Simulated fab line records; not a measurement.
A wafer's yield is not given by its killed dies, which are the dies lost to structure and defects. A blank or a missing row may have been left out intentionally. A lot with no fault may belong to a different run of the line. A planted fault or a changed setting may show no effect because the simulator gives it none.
The tool behind it: which one? | flow nand-harc | 36 wafers from 12 lots sampled at 3 of the route's 1302 steps

== WHAT THE GAUGES READ, wafer by wafer ==
NHARC_A_ONON_D2_THK_MEAS_14: measures by ellipsometry.
lot  | measured     | on            | thk-nm (nm)
L075 | day 12 17:26 | film-metro-01 | 987 987 988
L077 | day 13 12:34 | film-metro-02 | 999 996 996
L079 | day 14 16:13 | film-metro-01 | 994 992 991
L081 | day 15 14:52 | film-metro-02 | 1003 1003 1002
L083 | day 16 13:26 | film-metro-02 | 988 987 988
L084 | day 16 23:45 | film-metro-01 | 997 998 999
L087 | day 18 11:30 | film-metro-01 | 991 992 991
L089 | day 18 23:09 | film-metro-01 | 990 990 991
L091 | day 19 14:16 | film-metro-02 | 1005 1007 1008
L092 | day 20 03:11 | film-metro-01 | 1013 1015 1012
L095 | day 20 21:02 | film-metro-01 | 1001 1002 1002
L097 | day 21 21:11 | film-metro-02 | 1000 1000 1000

== TOOL THAT RAN EACH LOT (tool first, then ch and the chambers of the sampled wafers, then the start) ==
lot  | NHARC_A_CHANNEL_FILL_D1_ALD_25   | NHARC_A_DECK1_JOINT_ETCHBACK_07
L075 | ald-hk-04 ch 1,2, day 10 15:40   | rie-si-02 ch 1,2,3, day 11 02:53
L077 | ald-hk-01 ch 0,1,2, day 11 14:23 | rie-si-02 ch 1,2,3, day 12 01:36
L079 | ald-hk-03 ch 0,1,2, day 12 14:05 | rie-si-01 ch 0,1,3, day 13 00:07
L081 | ald-hk-04 ch 1,3, day 13 14:28   | rie-si-01 ch 1,3, day 14 01:36
L083 | ald-hk-01 ch 1,2,3, day 14 12:26 | rie-si-02 ch 1,2, day 14 23:35
L084 | ald-hk-04 ch 1,2,3, day 14 23:35 | rie-si-02 ch 2,3, day 15 10:07
L087 | ald-hk-04 ch 0,1, day 16 08:30   | rie-si-02 ch 1,2,3, day 16 20:28
L089 | ald-hk-01 ch 1,3, day 16 19:00   | rie-si-05 ch 1,3, day 17 06:45
L091 | ald-hk-01 ch 1,2,3, day 17 10:32 | rie-si-05 ch 0,1,2, day 17 21:49
L092 | ald-hk-04 ch 0,1,2, day 17 21:42 | rie-si-01 ch 0,1,2, day 18 09:30
L095 | ald-hk-03 ch 2,3, day 18 21:59   | rie-si-02 ch 0,3, day 19 09:46
L097 | ald-hk-01 ch 0,2,3, day 19 19:39 | rie-si-01 ch 2,3, day 20 06:13
- NHARC_A_CHANNEL_FILL_D1_ALD_25: deposits SiOx, target thk 60 nm, pulse time 10 s, ald cycles 600.
- NHARC_A_DECK1_JOINT_ETCHBACK_07: etches the open film in HBr, target depth 105 nm, time 26.9 s.

== THE ANSWER, worked out from the rows above alone ==
Rule: what is usual is taken from the lots themselves. Put in order of their means at a reading, lots are off if they are a third of the lots or fewer, leave a main group of 4 or more, and stand apart from it by a gap of 3 or more times the standard deviation of the main group's means; of several such gaps the widest counts. If all means in a main group match to the digits the tables above print for the reading, that group is not used. A lot without any number at a reading at which 4 lots or more have one is off too. Where the step has rows for the other lots, those lots are counted as sound.
No lot is off at any reading shown: from this, nothing can be told.

== WHAT WAS PUT IN BY THE SIMULATOR ==
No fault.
